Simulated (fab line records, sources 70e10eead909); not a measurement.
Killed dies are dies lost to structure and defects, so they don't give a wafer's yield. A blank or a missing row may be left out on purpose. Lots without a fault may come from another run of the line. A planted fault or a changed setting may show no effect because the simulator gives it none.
Chamber matching | flow nand_harc | NHARC_A_STAIRCASE_ETCH_23 on rie_diel-08: 4 sister chambers
The step etches the open film in C4F8/O2, target depth 100 nm, time 40.5 s. 16 wafers are shown with their chamber, then 7 later ones without.

WAFERS WITH THEIR CHAMBER
wafer  | chamber | rf_vpp_V (V) | run_length_s (s) | oes_product_au (a.u.)
L443.3 | 3       | 889          | 61.3             | 0.934
L443.5 | 3       | 890          | 61.6             | 0.942
L443.6 | 0       | 888          | 61.8             | 0.930
L447.2 | 2       | 900          | 62.2             | 0.943
L447.3 | 1       | 895          | 61.5             | 0.934
L447.4 | 0       | 890          | 61.2             | 0.918
L448.1 | 0       | 890          | 61.8             | 0.933
L448.6 | 1       | 896          | 62.2             | 0.941
L449.1 | 3       | 887          | 61.9             | 0.942
L449.4 | 0       | 889          | 60.9             | 0.922
L451.3 | 1       | 896          | 61.7             | 0.941
L463.1 | 1       | 894          | 61.5             | 0.930
L463.4 | 2       | 900          | 62.3             | 0.925
L463.6 | 0       | 889          | 61.1             | 0.933
L461.1 | 3       | 887          | 61.8             | 0.934
L461.2 | 0       | 888          | 61.0             | 0.922

SIGNATURES (means of the wafers above)
reading        | chamber 0 | chamber 1 | chamber 2 | chamber 3 | scatter within a chamber
rf_vpp_V       | 889.00    | 895.25    | 900.00    | 888.25    | 1.06
run_length_s   | 61.300    | 61.725    | 62.250    | 61.650    | 0.334
oes_product_au | 0.92633   | 0.93650   | 0.93400   | 0.93800   | 0.00661
Rule: a wafer's distance from a chamber is the root of the sum, over the readings, of the square of ((its reading less the chamber's mean) divided by the reading's scatter). The wafer belongs to the nearest chamber; if the next one is less than 2 further off, it can't be placed. The scatter: the root of (the sum of the squares of (reading less its chamber's mean) over the shown wafers, divided by (wafers less chambers)).

WAFERS WITHOUT THEIR CHAMBER
wafer  | rf_vpp_V (V) | run_length_s (s) | oes_product_au (a.u.)
L461.5 | 887          | 61.7             | 0.931
L462.3 | 887          | 61.1             | 0.944
L462.5 | 887          | 61.4             | 0.943
L462.6 | 900          | 62.3             | 0.957
L464.3 | 894          | 61.4             | 0.929
L464.4 | 890          | 60.9             | 0.932
L464.5 | 888          | 61.0             | 0.934

WHICH CHAMBER EACH WENT THROUGH
wafer  | from the rows above     | in truth
L461.5 | can't be placed: 3 or 0 | 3
L462.3 | can't be placed: 3 or 0 | 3
L462.5 | can't be placed: 3 or 0 | 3
L462.6 | 2                       | 2
L464.3 | 1                       | 1
L464.4 | can't be placed: 0 or 3 | 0
L464.5 | can't be placed: 0 or 3 | 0
Placed correctly: 2 of 7. Can't be placed from these rows: 5 (the true chamber is among the candidates in 5). Placed wrongly: 0.
